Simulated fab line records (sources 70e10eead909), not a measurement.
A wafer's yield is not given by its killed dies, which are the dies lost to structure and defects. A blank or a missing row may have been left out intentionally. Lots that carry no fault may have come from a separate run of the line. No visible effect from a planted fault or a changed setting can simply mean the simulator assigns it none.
Which tool is to blame? | flow nand_harc | 45 wafers from 15 lots sampled at 4 of the route's 1302 steps

## WHAT EACH GAUGE READ, for each wafer
No reading from a measuring or inspecting step in the record can be judged against a usual standard deviation.

## TOOL THAT RAN EACH LOT (tool first, then ch and the chambers of the sampled wafers, then the start)
lot  | NHARC_A_CHANNEL_HOLE_D2_DEP_00 | NHARC_A_CHANNEL_HOLE_D2_DEVELOP_09 | NHARC_A_CHANNEL_HOLE_D2_DESCUM_15  | NHARC_A_CHANNEL_HOLE_D2_ETCH_19
L143 | acl_dep-01 ch 0, day 13 02:39  | litho_track-06 ch 0, day 13 05:00  | rie_diel-07 ch 2,3, day 13 05:23   | har_etch-01 ch 0,1, day 13 06:34
L142 | acl_dep-02 ch 0, day 13 03:17  | litho_track-01 ch 0, day 13 05:00  | rie_diel-01 ch 0,1,2, day 13 06:07 | har_etch-01 ch 0,1, day 13 10:46
L145 | acl_dep-03 ch 0, day 14 11:51  | litho_track-01 ch 0, day 14 14:00  | rie_diel-01 ch 0,2,3, day 14 14:22 | har_etch-01 ch 0,1, day 14 15:32
L146 | acl_dep-01 ch 0, day 14 11:52  | litho_track-04 ch 0, day 14 14:00  | rie_diel-07 ch 2,3, day 14 14:31   | har_etch-02 ch 0, day 14 15:44
L147 | acl_dep-01 ch 0, day 15 08:59  | litho_track-01 ch 0, day 15 10:00  | rie_diel-01 ch 0,3, day 15 11:10   | har_etch-01 ch 0,1, day 15 12:25
L149 | acl_dep-03 ch 0, day 15 20:59  | litho_track-01 ch 0, day 15 23:00  | rie_diel-01 ch 1,3, day 15 23:47   | har_etch-02 ch 0,1, day 16 02:02
L150 | acl_dep-02 ch 0, day 16 08:43  | litho_track-01 ch 0, day 16 10:00  | rie_diel-06 ch 2,3, day 16 11:16   | har_etch-01 ch 0, day 16 12:26
L151 | acl_dep-03 ch 0, day 17 02:59  | litho_track-04 ch 0, day 17 05:00  | rie_diel-07 ch 0,1,3, day 17 05:49 | har_etch-02 ch 0,1, day 17 10:09
L154 | acl_dep-02 ch 0, day 18 04:38  | litho_track-01 ch 0, day 18 06:00  | rie_diel-06 ch 1,2, day 18 06:43   | har_etch-02 ch 0,1, day 18 09:03
L155 | acl_dep-01 ch 0, day 19 13:43  | litho_track-04 ch 0, day 19 16:00  | rie_diel-06 ch 0,1,2, day 19 16:37 | har_etch-01 ch 1, day 19 17:49
L158 | acl_dep-02 ch 0, day 19 15:14  | litho_track-04, day 19 17:00       | rie_diel-07 ch 0,3, day 19 17:19   | har_etch-02 ch 0,1, day 19 18:34
L157 | acl_dep-03 ch 0, day 19 15:22  | litho_track-01, day 19 17:00       | rie_diel-06 ch 1,2,3, day 19 17:46 | har_etch-01 ch 0, day 19 21:59
L159 | acl_dep-02 ch 0, day 20 02:16  | litho_track-04, day 20 04:00       | rie_diel-01 ch 0,1,3, day 20 05:09 | har_etch-02 ch 0,1, day 20 06:19
L162 | acl_dep-02 ch 0, day 21 09:58  | litho_track-04 ch 0, day 21 12:00  | rie_diel-01 ch 1,2,3, day 21 12:29 | har_etch-02 ch 0,1, day 21 13:41
L165 | acl_dep-03 ch 0, day 22 15:04  | litho_track-06 ch 0, day 22 17:00  | rie_diel-01 ch 1,2,3, day 22 17:47 | har_etch-01 ch 0,1, day 22 18:59
- NHARC_A_CHANNEL_HOLE_D2_DEP_00: deposits aC, target thk 3100 nm.
- NHARC_A_CHANNEL_HOLE_D2_DEVELOP_09: develop time 35 s.
- NHARC_A_CHANNEL_HOLE_D2_DESCUM_15: chemistry O2, time 3 s.
- NHARC_A_CHANNEL_HOLE_D2_ETCH_19: etches the open film in C4F8/O2/Ar, time 34.5 s.

## WHAT THE TOOLS THEMSELVES READ (means of the sampled wafers that have a number; where no wafer has one, the mark that the record gives instead)
NHARC_A_CHANNEL_HOLE_D2_DEP_00. Usual: throttle_valve_pct reads 35.000 % (standard deviation 0.0085).
lot  | tool       | throttle_valve_pct (%) | flag
L143 | acl_dep-01 | 34.994                 |
L142 | acl_dep-02 | 35.001                 |
L145 | acl_dep-03 | 35.000                 |
L146 | acl_dep-01 | 35.008                 |
L147 | acl_dep-01 | 34.999                 |
L149 | acl_dep-03 | 34.998                 |
L150 | acl_dep-02 | 35.003                 |
L151 | acl_dep-03 | 35.012                 |
L154 | acl_dep-02 | 34.996                 |
L155 | acl_dep-01 | 34.999                 |
L158 | acl_dep-02 | 34.997                 |
L157 | acl_dep-03 | 35.000                 |
L159 | acl_dep-02 | 35.002                 |
L162 | acl_dep-02 | 35.005                 |
L165 | acl_dep-03 | 35.004                 |

NHARC_A_CHANNEL_HOLE_D2_DEVELOP_09. Usual: chill_plate_temp_C 22.99 C, standard deviation 0.11; resist_line_temp_C 23.00 C, standard deviation 0.11.
lot  | tool           | chill_plate_temp_C (C) | resist_line_temp_C (C) | flag
L143 | litho_track-06 | 23.00                  | 23.03                  |
L142 | litho_track-01 | 22.97                  | 23.05                  |
L145 | litho_track-01 | 22.89                  | 22.94                  |
L146 | litho_track-04 | 22.90                  | 22.95                  |
L147 | litho_track-01 | 23.10                  | 22.89                  |
L149 | litho_track-01 | 22.95                  | 23.10                  |
L150 | litho_track-01 | 22.90                  | 23.15                  |
L151 | litho_track-04 | 22.99                  | 23.00                  |
L154 | litho_track-01 | 23.09                  | 23.09                  |
L155 | litho_track-04 | 22.87                  | 23.09                  |
L158 | litho_track-04 | -                      | -                      | OFF
L157 | litho_track-01 | -                      | -                      | OFF
L159 | litho_track-04 | -                      | -                      | OFF
L162 | litho_track-04 | 23.01                  | 22.88                  |
L165 | litho_track-06 | 22.95                  | 23.15                  |

NHARC_A_CHANNEL_HOLE_D2_DESCUM_15. Usual: chamber_pressure_mTorr 60.00 mTorr, standard deviation 0.052; drypump_motor_current_A 5.66 A, standard deviation 0.24; oes_product_au 0.995 a.u., standard deviation 0.013; rf_vpp_V 57.8 V, standard deviation 0.93; showerhead_plenum_p_Torr 1.93 Torr, standard deviation 0.097; throttle_valve_pct 11.311 %, standard deviation 0.0092.
lot  | tool        | chamber_pressure_mTorr (mTorr) | drypump_motor_current_A (A) | oes_product_au (a.u.) | rf_vpp_V (V) | showerhead_plenum_p_Torr (Torr) | throttle_valve_pct (%) | flag
L143 | rie_diel-07 | 60.03                          | 5.52                        | 0.992                 | 57.5         | 1.80                            | 11.316                 |
L142 | rie_diel-01 | 60.03                          | 5.72                        | 0.984                 | 58.3         | 1.89                            | 11.306                 |
L145 | rie_diel-01 | 60.00                          | 5.85                        | 0.983                 | 57.9         | 1.96                            | 11.318                 |
L146 | rie_diel-07 | 59.96                          | 5.40                        | 0.993                 | 57.4         | 1.82                            | 11.308                 |
L147 | rie_diel-01 | 59.98                          | 5.88                        | 0.976                 | 57.8         | 1.95                            | 11.308                 |
L149 | rie_diel-01 | 59.98                          | 5.71                        | 0.991                 | 57.9         | 1.96                            | 11.315                 |
L150 | rie_diel-06 | 60.03                          | 5.63                        | 0.991                 | 58.0         | 1.98                            | 11.321                 |
L151 | rie_diel-07 | 60.02                          | 5.56                        | 0.999                 | 58.0         | 1.92                            | 11.309                 |
L154 | rie_diel-06 | 59.97                          | 5.60                        | 1.001                 | 57.5         | 1.96                            | 11.303                 |
L155 | rie_diel-06 | 59.97                          | 5.46                        | 0.992                 | 58.2         | 1.97                            | 11.313                 |
L158 | rie_diel-07 | 60.02                          | 5.50                        | 1.002                 | 57.3         | 1.89                            | 11.312                 |
L157 | rie_diel-06 | 60.01                          | 5.66                        | 0.990                 | 58.3         | 1.96                            | 11.311                 |
L159 | rie_diel-01 | 60.02                          | 5.75                        | 1.004                 | 56.6         | 1.88                            | 11.310                 |
L162 | rie_diel-01 | 60.02                          | 5.67                        | 1.000                 | 58.3         | 1.96                            | 11.296                 |
L165 | rie_diel-01 | 60.00                          | 5.66                        | 0.991                 | 58.6         | 1.96                            | 11.310                 |

NHARC_A_CHANNEL_HOLE_D2_ETCH_19. Usual: chamber_pressure_mTorr 15.000 mTorr, standard deviation 0.013; drypump_motor_current_A 5.99 A, standard deviation 0.11; showerhead_plenum_p_Torr 3.75 Torr, standard deviation 0.11; throttle_valve_pct 37.037 %, standard deviation 0.0093.
lot  | tool        | chamber_pressure_mTorr (mTorr) | drypump_motor_current_A (A) | showerhead_plenum_p_Torr (Torr) | throttle_valve_pct (%) | flag
L143 | har_etch-01 | 15.008                         | 5.91                        | 3.75                            | 37.039                 |
L142 | har_etch-01 | 15.009                         | 5.90                        | 3.74                            | 37.033                 |
L145 | har_etch-01 | 15.001                         | 5.90                        | 3.74                            | 37.034                 |
L146 | har_etch-02 | 15.011                         | 6.14                        | 3.77                            | 37.046                 |
L147 | har_etch-01 | 14.991                         | 5.94                        | 3.73                            | 37.045                 |
L149 | har_etch-02 | 15.008                         | 6.09                        | 3.90                            | 37.043                 |
L150 | har_etch-01 | 14.998                         | 5.96                        | 3.72                            | 37.027                 |
L151 | har_etch-02 | 14.995                         | 6.10                        | 3.82                            | 37.024                 |
L154 | har_etch-02 | 14.993                         | 6.05                        | 3.89                            | 37.028                 |
L155 | har_etch-01 | 14.997                         | 5.85                        | 3.69                            | 37.036                 |
L158 | har_etch-02 | 15.012                         | 6.10                        | 3.80                            | 37.032                 |
L157 | har_etch-01 | 14.995                         | 5.94                        | 3.69                            | 37.037                 |
L159 | har_etch-02 | 15.004                         | 6.13                        | 3.80                            | 37.037                 |
L162 | har_etch-02 | 14.997                         | 6.09                        | 3.78                            | 37.027                 |
L165 | har_etch-01 | 14.997                         | 5.90                        | 3.67                            | 37.049                 |

## THE ANSWER, worked out from the rows above alone
Rule: lot off if the mean of its wafers having a number is beyond 3 standard deviations from the usual mean. A lot without any number at a reading at which 4 lots or more have one is off too. Any other lot the step has rows for is counted as sound. First the gauges in route order, then the tools' own readings, where a lot's mean is used as printed above. The first step at which some lot is off is used, and at that step the reading that is off furthest; a lot without a number counts as furthest.
Off: L158, L157, L159 (NHARC_A_CHANNEL_HOLE_D2_DEVELOP_09, chill_plate_temp_C). Without a number there: L158, L157, L159.
A tool fits if, at that step or a process step before it, it ran every lot that is off, and no sound lot after the first of them. Of those tried, none fits.

## WHAT THE SIMULATOR HAD PUT IN
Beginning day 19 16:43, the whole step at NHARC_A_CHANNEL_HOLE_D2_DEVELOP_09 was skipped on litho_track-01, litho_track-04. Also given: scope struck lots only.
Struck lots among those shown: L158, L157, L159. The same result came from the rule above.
